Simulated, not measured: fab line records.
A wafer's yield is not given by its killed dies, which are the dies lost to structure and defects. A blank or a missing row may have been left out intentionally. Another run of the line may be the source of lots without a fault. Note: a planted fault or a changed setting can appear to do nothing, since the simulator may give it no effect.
Struck lot and sound lot, side by side | flow n5 finfet | 14 out of 1938 route steps
Sound: these wafers, L563.2, L563.4, L563.6. The struck wafers were L561.1, L561.3, L561.4. At the end, the cause is stated.
Order at every step that has rows: each side's tool, ch and its chambers, its first start. Under that, the readings that differ: sound wafers | struck wafers | difference of the means | sigmas: that difference in standard deviations of wafers without a fault.
alike: readings with means less than 2 such deviations apart, plus words and numbers identical on both sides. not compared: withheld readings, readings lacking a value on some wafer, bounds such as >300 that could conceal the same value, and numbers that have no deviation in the record and whose values overlap.
The two part at a step that has a row with sigmas, a row that says differs or no value, or rows on one side only. Non-overlapping numbers with no deviation appear without sigmas and do not part them. A reading that every wafer of one side lacks parts them only if that side has two wafers or more.

first, 7 steps without rows for these wafers: N5_MIM_BOT_LITHO_COAT_02; N5_MIM_BOT_LITHO_EBR_04; N5_MIM_BOT_LITHO_SOFTBAKE_03 (time 90 s); N5_MIM_BOT_LITHO_EXPOSE_05 (exposes mask MIM BOT); N5_MIM_BOT_LITHO_PEB_06; N5_MIM_BOT_LITHO_DEVELOP_07 (develop time 60 s); N5_MIM_BOT_LITHO_HARDBAKE_09 (time 120 s).
N5_MIM_BOT_LITHO_CD_MEAS_08: the cd target is 3000 nm.
  sound on cd sem-03 ch 0, day 14 08:58; struck on cd sem-02 ch 0, day 14 11:06
  alike: cd nm
N5_MIM_BOT_LITHO_OVL_MEAS_11:
  sound on overlay-01 ch 0, day 14 09:00; struck on overlay-02 ch 0, day 14 11:08
  reading          | sound  | struck    | difference | sigmas
  MIM_BOT_OVL (nm) | 4 -2 3 | -9 -6 -18 | -13        | -2
N5_MIM_BOT_LITHO_INSPECT_12: inspects for defects (macro).
  struck on defect inspect-02, day 14 11:09; sound on defect inspect-02, day 14 09:01
  alike: raw defect count
N5_MIM_BOT_LITHO_DESCUM_10: chemistry O2, time 7.9 s.
  sound on rie diel-01 ch 2,3, day 14 09:14; struck on rie diel-02 ch 0,1,2, day 14 11:11
  alike: drypump motor current A, oes product au, rf vpp V, showerhead plenum p Torr, throttle valve pct
  not compared: rf hours counter h
N5_MIM_BOT_ETCH_ETCH_04: etches SiNx in CF4/O2, target depth 26 nm, time 13 s.
  sound on rie diel-01 ch 2,3, day 14 09:17; struck on rie diel-02 ch 0,1,2, day 14 11:15
  alike: bias w, drypump motor current A, oes product au, rf vpp V, showerhead plenum p Torr, throttle valve pct
  not compared: rf hours counter h
N5_MIM_BOT_ETCH_ETCH_03: etches the open film in Cl2/BCl3, target depth 12 nm.
  sound on rie metal-03 ch 0, day 14 09:23; struck on rie metal-01 ch 0,1, day 14 11:20
  reading    | sound                | struck            | difference | sigmas
  bias w (W) | 100.32 100.70 100.21 | 95.55 95.16 95.51 | -5.00      | -17
  alike: drypump motor current A, oes product au, throttle valve pct
  not compared: rf hours counter h
N5_MIM_BOT_ETCH_ETCH_00: etches TiN in Cl2/BCl3, target depth 45.5 nm.
  sound on rie metal-03 ch 0, day 14 09:28; struck on rie metal-01 ch 0,1, day 14 11:26
  alike: bias w, drypump motor current A, oes product au, throttle valve pct
  not compared: rf hours counter h

## WHERE THEY PART
First at N5_MIM_BOT_LITHO_OVL_MEAS_11; last, within this record, at N5_MIM_BOT_ETCH_ETCH_03. Later steps at which nothing parts them and some readings are alike: N5_MIM_BOT_ETCH_ETCH_00.

WHY: whatever the simulator had introduced
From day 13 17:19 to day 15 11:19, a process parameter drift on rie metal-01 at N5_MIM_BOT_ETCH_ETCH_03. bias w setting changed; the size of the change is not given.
